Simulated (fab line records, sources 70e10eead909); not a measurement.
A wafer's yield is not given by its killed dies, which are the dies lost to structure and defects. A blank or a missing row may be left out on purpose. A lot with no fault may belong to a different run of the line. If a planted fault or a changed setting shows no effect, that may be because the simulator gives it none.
Matching of chambers -- flow nand-harc -- NHARC_A_STAIRCASE_DEP_301 on pecvd-04: 3 sister chambers
The step deposits SiON, target thk 30 nm. 14 wafers are shown with their chamber, then 7 later ones without.

EACH WAFER AND ITS CHAMBER
wafer,chamber,heater-power-w (W)
L076.2,1,751
L076.4,0,756
L076.6,2,612
L079.1,1,718
L079.2,0,744
L079.3,2,612
L081.1,0,722
L081.5,0,731
L081.6,1,710
L089.3,2,643
L089.4,0,727
L089.6,2,523
L088.3,1,810
L088.4,0,657

SIGNATURES, as means of the wafers listed above
reading,chamber 0,chamber 1,chamber 2,scatter within a chamber
heater-power-w,722.83,747.25,597.50,42.9
Rule: a wafer's distance from a chamber is the root of the sum, over the readings, of the square of ((its reading less the chamber's mean) divided by the reading's scatter). If the next closest chamber is less than 2 further off than the closest, the wafer can't be placed; otherwise it belongs to the closest. The scatter: the root of (the sum of the squares of (reading less its chamber's mean) over the shown wafers, divided by (wafers less chambers)).

WAFERS WITHOUT THEIR CHAMBER
wafer,heater-power-w (W)
L088.5,793
L093.1,687
L093.2,563
L093.4,815
L097.3,647
L097.5,767
L097.6,627

WHICH CHAMBER EACH ONE RAN IN
wafer,from the rows above,in truth
L088.5,can't be placed: 1 or 0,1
L093.1,can't be placed: 0 or 1 or 2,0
L093.2,2,2
L093.4,can't be placed: 1 or 0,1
L097.3,can't be placed: 2 or 0 or 1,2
L097.5,can't be placed: 1 or 0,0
L097.6,can't be placed: 2 or 0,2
Correctly placed: 1 of 7. Not placeable from these rows: 6 (in 6, the candidates include the true chamber). Placed wrongly: 0.
